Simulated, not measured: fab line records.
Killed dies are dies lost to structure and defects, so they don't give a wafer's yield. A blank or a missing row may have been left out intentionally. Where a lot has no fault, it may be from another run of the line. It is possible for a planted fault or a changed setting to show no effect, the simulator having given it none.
Chamber matching ; flow nand-harc ; NHARC_A_STAIRCASE_DEP_156 on pecvd-01: 3 sister chambers
The step deposits SiNx, target thk 50 nm. 3 wafers are shown with their chamber, then 11 later ones without.

## WAFERS PAIRED WITH THEIR CHAMBERS
wafer;chamber;heater-power-w (W)
L089.4;2;665
L089.6;1;731
L093.2;0;804

## WAFERS MISSING THEIR CHAMBER
wafer;heater-power-w (W)
L093.4;693
L093.6;787
L093.1;679
L093.3;822
L093.5;825
L092.2;688
L092.5;721
L092.6;713
L091.4;793
L091.5;797
L091.6;765

## CHAMBER TAKEN BY EACH
wafer;from the rows above;in truth
L093.4;can't be placed: 2 or 1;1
L093.6;can't be placed: 0 or 1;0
L093.1;can't be placed: 2 or 1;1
L093.3;0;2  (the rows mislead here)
L093.5;0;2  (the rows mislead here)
L092.2;can't be placed: 2 or 1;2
L092.5;1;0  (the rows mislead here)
L092.6;can't be placed: 1 or 2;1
L091.4;0;0
L091.5;0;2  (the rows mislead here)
L091.6;can't be placed: 1 or 0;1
Correctly placed: 1 of 11. From these rows, 6 cannot be placed; in 6 the true chamber is one of the candidates. Number placed wrongly: 4.
How it was worked out, from the rows above alone: a wafer's distance from a chamber is the root of the sum, over the readings, of the square of ((its reading less the chamber's mean) divided by the reading's scatter). The wafer belongs to the nearest chamber; if the next one is less than 2 further off, it can't be placed. Each chamber's mean is taken over the wafers shown for it. The scatter (one wafer shown for each chamber): square how far every hidden wafer sits from the nearest shown wafer, average those squares and take the square root.
